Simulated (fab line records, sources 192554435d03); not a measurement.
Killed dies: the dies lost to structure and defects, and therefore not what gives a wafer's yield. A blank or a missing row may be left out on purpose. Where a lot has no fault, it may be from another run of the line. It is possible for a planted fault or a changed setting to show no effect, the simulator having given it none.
One fault through the eyes of 3 desks | flow n5Finfet | each desk holds nothing but its own numbers, with what lay behind them at the end

== FROM THE METROLOGY DESK ==
Means of the sampled wafers that have a number, per lot and without regard to the tool the lot ran on: this is what the gauges read. A lot is out of limits, marked OUT, if its mean lies more than 4 standard deviations from the usual mean; the brackets give that distance.
Columns: A = trenchDepthNm at N5_BEOL_M9_OCD_MEAS_38, usual 151.4 nm; B = M9_THK at N5_BEOL_M9_THK_MEAS_53, usual 140.6 nm; C = M9_RS at N5_BEOL_M9_RS_MEAS_57, usual 0.1511 ohm/sq
lot  | first seen here | A     | B     | C
L851 | day 9 19:28     | 152.8 | 143.7 | 0.1482
L860 | day 12 07:37    | 153.6 | 142.1 | 0.1479
L862 | day 12 12:02    | 151.5 | 140.5 | 0.1509
L863 | day 12 12:16    | 153.6 | 143.0 | 0.1485
L867 | day 14 11:16    | 149.2 | 138.3 | 0.1555
L868 | day 14 18:58    | 154.7 | 145.5 | 0.1477
L871 | day 15 03:05    | 152.6 | 141.3 | 0.1493
L873 | day 15 03:31    | 152.9 | 143.4 | 0.1474
This desk's finding: nothing out of limits on any of the 8 lots.

== AT THE TOOL OWNER'S DESK: rieDiel-02 ==
The tool's own readings at N5_BEOL_M9_TRENCH_ETCH_37 (etches SiCOH lowk in C4F6/O2, target depth 151.43 nm, time 49 s): means of the sampled wafers that have a number, for each lot that ran on this tool. A lot is out of limits, marked OUT, if its mean lies more than 4 standard deviations from the usual mean; the brackets give that distance.
Columns: A = biasW at N5_BEOL_M9_TRENCH_ETCH_37, usual 185.0 W; B = drypumpMotorCurrentA at N5_BEOL_M9_TRENCH_ETCH_37, usual 5.6 A; C = oes_ar_750_au at N5_BEOL_M9_TRENCH_ETCH_37, usual 0.79 a.u.; D = oesProductAu at N5_BEOL_M9_TRENCH_ETCH_37, usual 0.79 a.u.; E = rfVppV at N5_BEOL_M9_TRENCH_ETCH_37, usual 663 V; F = showerheadPlenumPTorr at N5_BEOL_M9_TRENCH_ETCH_37, usual 2.80 Torr; G = throttleValvePct at N5_BEOL_M9_TRENCH_ETCH_37, usual 20.84 %
lot  | first seen here | A               | B   | C    | D    | E   | F    | G
L851 | day 9 19:18     | 184.9           | 5.9 | 0.85 | 0.85 | 661 | 2.83 | 20.87
L860 | day 12 07:26    | 191.4 (+11) OUT | 5.8 | 0.76 | 0.78 | 679 | 2.84 | 20.96
L863 | day 12 12:05    | 190.9 (+10) OUT | 5.9 | 0.82 | 0.83 | 679 | 2.83 | 20.90
L868 | day 14 18:47    | 185.1           | 6.0 | 0.90 | 0.91 | 660 | 2.79 | 20.85
L871 | day 15 02:55    | 184.9           | 6.0 | 0.89 | 0.90 | 658 | 2.79 | 20.85
L873 | day 15 03:20    | 185.4           | 6.0 | 0.90 | 0.90 | 657 | 2.80 | 20.85
This desk finds L860, L863 out of limits, L860 being first, at day 12 07:26 (biasW at N5_BEOL_M9_TRENCH_ETCH_37). L851, L868, L871, L873: within limits.

== THE DEFECT DESK ==
Per lot, the means of the sampled wafers with a number show what the inspections along the route counted. A lot is out of limits, marked OUT, if its mean lies more than 4 standard deviations from the usual mean; the brackets give that distance.
Columns: A = rawDefectCount at N5_BEOL_M9_INSPECT_30, usual 462
lot  | first seen here | A
L851 | day 9 18:59     | 510
L860 | day 12 07:07    | 522
L862 | day 12 11:32    | 427
L863 | day 12 11:43    | 467
L867 | day 14 10:24    | 425
L868 | day 14 18:21    | 403
L871 | day 15 02:36    | 393
L873 | day 15 02:46    | 447
This desk's finding: nothing out of limits on any of the 8 lots.

== TAKEN TOGETHER ==
On L860, L863, at day 12 07:26, an alarm was possible from the tool owner's desk.
From the metrology desk's view, nothing was out of limits.
Nothing out of limits was seen by the defect desk.
The metrology desk holds a record of L860, L863, inside its limits.
The defect desk has L860, L863 on record, within its limits.
Every lot named ran N5_BEOL_M9_TRENCH_ETCH_37 on rieDiel-02.

== WHAT WAS PUT IN BY THE SIMULATOR ==
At N5_BEOL_M9_TRENCH_ETCH_37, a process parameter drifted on rieDiel-02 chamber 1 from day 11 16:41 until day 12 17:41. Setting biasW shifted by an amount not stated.
Lots struck among those shown: L860, L863.
How many hours passed from the start of the fault until each desk's first out-of-limits reading: the tool owner's desk, 15.
